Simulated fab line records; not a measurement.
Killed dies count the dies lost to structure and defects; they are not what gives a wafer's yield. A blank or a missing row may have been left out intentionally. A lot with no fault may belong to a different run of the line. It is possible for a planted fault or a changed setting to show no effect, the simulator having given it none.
Matching of chambers -- flow n5-finfet -- 4 sister chambers for N5_SDB_DESCUM_16 on rie-diel-05
The step chemistry O2, time 7.9 s. 4 wafers are shown with their chamber, then 9 later ones without.

## WAFERS WITH THEIR CHAMBER
wafer,chamber,showerhead-plenum-p-Torr (Torr)
L085.6,2,1.98
L086.1,0,1.99
L086.2,3,2.14
L086.4,1,2.08

## WAFERS MISSING THEIR CHAMBER
wafer,showerhead-plenum-p-Torr (Torr)
L087.1,1.99
L087.5,1.99
L087.6,2.07
L089.1,2.13
L089.3,1.98
L089.4,2.07
L088.1,1.98
L088.4,2.13
L088.5,1.99

## WHICH CHAMBER EACH WENT THROUGH
wafer,from the rows above,in truth
L087.1,can't be placed: 0 or 2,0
L087.5,can't be placed: 0 or 2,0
L087.6,1,1
L089.1,3,3
L089.3,can't be placed: 2 or 0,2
L089.4,1,1
L088.1,can't be placed: 2 or 0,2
L088.4,3,3
L088.5,can't be placed: 0 or 2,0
4 of 9 placed correctly. These rows do not allow placing 5 (true chamber among the candidates in 5). Wrongly placed: 0.
How it was worked out, from the rows above alone: a wafer's distance from a chamber is the root of the sum, over the readings, of the square of ((its reading less the chamber's mean) divided by the reading's scatter). If the next closest chamber is less than 2 further off than the closest, the wafer can't be placed; otherwise it belongs to the closest. The mean given for a chamber averages the wafers shown for that chamber. The scatter: root of mean squared gap, hidden wafer to nearest shown wafer, with one shown wafer a chamber.
